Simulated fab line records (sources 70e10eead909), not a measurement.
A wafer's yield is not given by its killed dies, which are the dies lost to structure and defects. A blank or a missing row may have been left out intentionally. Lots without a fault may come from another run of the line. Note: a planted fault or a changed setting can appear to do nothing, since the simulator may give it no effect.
A lot that was struck, set against a sound lot | flow nand_harc | 15 out of 1159 route steps
Sound: wafers L867.1, L867.3, L867.6. Struck: wafer L868.1 (L868.2, L868.5, from the same lot, were not struck and are left out); the cause is given at the end.
At each step with rows: each side's tool, then ch and its chambers, then its first start. Under that, the readings that differ: sound wafers | struck wafers | difference of the means | sigmas: that difference in standard deviations of wafers without a fault.
alike: readings with means less than 2 such deviations apart, plus words and numbers identical on both sides. not compared: withheld readings, readings lacking a value on some wafer, bounds such as >300 that could conceal the same value, and numbers that have no deviation in the record and whose values overlap.
The two part at a step that has a row with sigmas, a row that says differs or no value, or rows on one side only. When numbers do not overlap yet have no deviation, they are printed without sigmas and do not part them. A reading missing from all wafers of one side parts the sides only when that side holds two or more wafers.

NHARC_P_GATE_INSPECT_28:
  sound on defect_inspect-01, day 4 16:04; struck on defect_inspect-01, day 5 01:27
  alike: raw_defect_count
NHARC_P_GATE_DESCUM_31: chemistry O2, time 3 s.
  sound on rie_diel-08 ch 0,1,3, day 4 16:08; struck on rie_diel-03 ch 3, day 5 01:32
  reading                     | sound             | struck | difference | sigmas
  drypump_motor_current_A (A) | 5.8 4.8 6.0       | 6.5    | +1.0       | +2
  oes_product_au (a.u.)       | 1.010 1.011 1.003 | 0.991  | -0.017     | -2
  alike: rf_vpp_V, showerhead_plenum_p_Torr, throttle_valve_pct
  not compared: rf_hours_counter_h
then, 3 steps without rows for these wafers: NHARC_P_GATE_ETCH_104 (etches the open film in CF4/CHF3, target depth 60 nm); NHARC_P_GATE_HM_OPEN_105 (chemistry O2/COS, target depth 360 nm); NHARC_P_GATE_STRIP_106 (strips in O2/COS).
NHARC_P_GATE_ETCH_114: etches the open film in CF4/O2, target depth 30 nm, overetch 3 nm, time 16.5 s.
  sound: rie_diel-08 ch 0,1,3; struck: rie_diel-03 ch 3
  reading                     | sound       | struck | difference | sigmas
  drypump_motor_current_A (A) | 6.0 5.7 4.8 | 6.5    | +1.0       | +2
  alike: oes_product_au, rf_vpp_V, showerhead_plenum_p_Torr, throttle_valve_pct
  not compared: rf_hours_counter_h
NHARC_P_GATE_ETCH_32: etches the open film in HBr/Cl2, target depth 150 nm, time 100.1 s.
  sound on rie_si-04 ch 0,2,3, day 4 16:40; struck on rie_si-05 ch 2, day 5 02:12
  alike: drypump_motor_current_A, oes_product_au, throttle_valve_pct
  not compared: rf_hours_counter_h
NHARC_P_GATE_STRIP_108: strips in O2.
  sound on rie_diel-08 ch 0,2,3, day 4 16:48; struck on rie_diel-03 ch 3, day 5 02:22
  reading                     | sound       | struck | difference | sigmas
  drypump_motor_current_A (A) | 4.9 5.7 6.0 | 6.5    | +1.0       | +2
  alike: oes_product_au, rf_vpp_V, showerhead_plenum_p_Torr, throttle_valve_pct
  not compared: rf_hours_counter_h
NHARC_P_GATE_CD_MEAS_33:
  sound on cd_sem-01, day 4 16:58; struck on cd_sem-03, day 5 02:31
  alike: cd_nm
then, 3 steps without rows for these wafers: NHARC_P_GATE_STRIP_35 (strips in SPM, time 600 s); NHARC_P_GATE_PRECLEAN_73 (cleans in SC1); NHARC_P_GATE_SRD_74.
NHARC_P_GATE_ALD_36: deposits SiNx, target thk 20 nm, pulse time 60 s, ald cycles 223.
  sound on ald_sin-04 ch 0,1, day 4 17:27; struck on ald_sin-04 ch 0, day 5 06:09
  reading    | sound       | struck | difference | sigmas
  ald_cycles | 223 223 223 | 160    | -63        |
  alike: heater_power_w, precursor_pulse_height_rel
NHARC_P_GATE_ETCHBACK_37: etches the open film in CHF3/O2, target depth 34.5 nm, time 17.2 s.
  sound: rie_diel-12 ch 1,2,3; struck: rie_diel-03 ch 1
  alike: drypump_motor_current_A, oes_product_au, rf_vpp_V, showerhead_plenum_p_Torr, throttle_valve_pct
  not compared: rf_hours_counter_h
-- record jumps: 15 days between struck wafers' starts before vs after; left off in module P_GATE, resumes in module END, first step shown is number 1159 of the route --
NHARC_END_SORT_01:
  sound on prober-01 ch 0, day 19 21:34; struck on prober-01 ch 0, day 20 05:23
  alike: killed_at_array, killed_at_other, killed_at_periphery, killed_dies, killed_open, killed_short

== WHERE THEY PART ==
Earliest at NHARC_P_GATE_DESCUM_31; latest, in this record, at NHARC_P_GATE_STRIP_108. Later steps at which nothing parts them and some readings are alike: NHARC_P_GATE_CD_MEAS_33, NHARC_P_GATE_ALD_36, NHARC_P_GATE_ETCHBACK_37, NHARC_END_SORT_01.

WHY: the cause the simulator had injected
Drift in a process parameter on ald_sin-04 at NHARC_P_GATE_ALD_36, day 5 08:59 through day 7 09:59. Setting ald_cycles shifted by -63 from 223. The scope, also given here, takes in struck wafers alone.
